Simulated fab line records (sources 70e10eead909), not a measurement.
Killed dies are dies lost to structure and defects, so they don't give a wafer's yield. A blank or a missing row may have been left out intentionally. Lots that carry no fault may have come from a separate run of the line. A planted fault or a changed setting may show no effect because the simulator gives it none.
Matching of chambers -- flow nand-harc -- cmp-02 running NHARC_P_M2_CMP_23: 3 sister chambers
The step polishes, t overpolish 20 s, target thk 144.3 nm. 6 wafers are shown with their chamber, then 5 later ones without.

## WAFERS, EACH WITH ITS CHAMBER
wafer,chamber,motor-current-A (A),time-to-endpoint-s (s)
L080.5,0,13.7,23.4
L085.1,1,11.4,29.0
L085.3,3,11.8,29.9
L085.4,0,14.1,25.6
L091.3,1,11.7,27.0
L091.4,3,12.0,28.8

## WAFERS MISSING THEIR CHAMBER
wafer,motor-current-A (A),time-to-endpoint-s (s)
L091.6,12.5,31.1
L093.3,13.6,25.2
L093.5,11.8,27.3
L094.1,12.3,28.8
L094.6,11.9,28.2

## WHICH CHAMBER EACH WENT THROUGH
wafer,from the rows above,in truth
L091.6,can't be placed: 3 or 1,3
L093.3,0,0
L093.5,can't be placed: 1 or 3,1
L094.1,can't be placed: 3 or 1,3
L094.6,can't be placed: 3 or 1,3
1 of 5 placed correctly. Can't be placed from these rows: 4 (the true chamber is among the candidates in 4). Number placed wrongly: 0.
How it was worked out, from the rows above alone: a wafer's distance from a chamber is the root of the sum, over the readings, of the square of ((its reading less the chamber's mean) divided by the reading's scatter). If the next closest chamber is less than 2 further off than the closest, the wafer can't be placed; otherwise it belongs to the closest. Each chamber's mean is taken over the wafers shown for it. How the scatter is found: for the shown wafers, subtract from each reading the mean of its chamber, square and add these, divide the total by (wafers less chambers), then take the root.
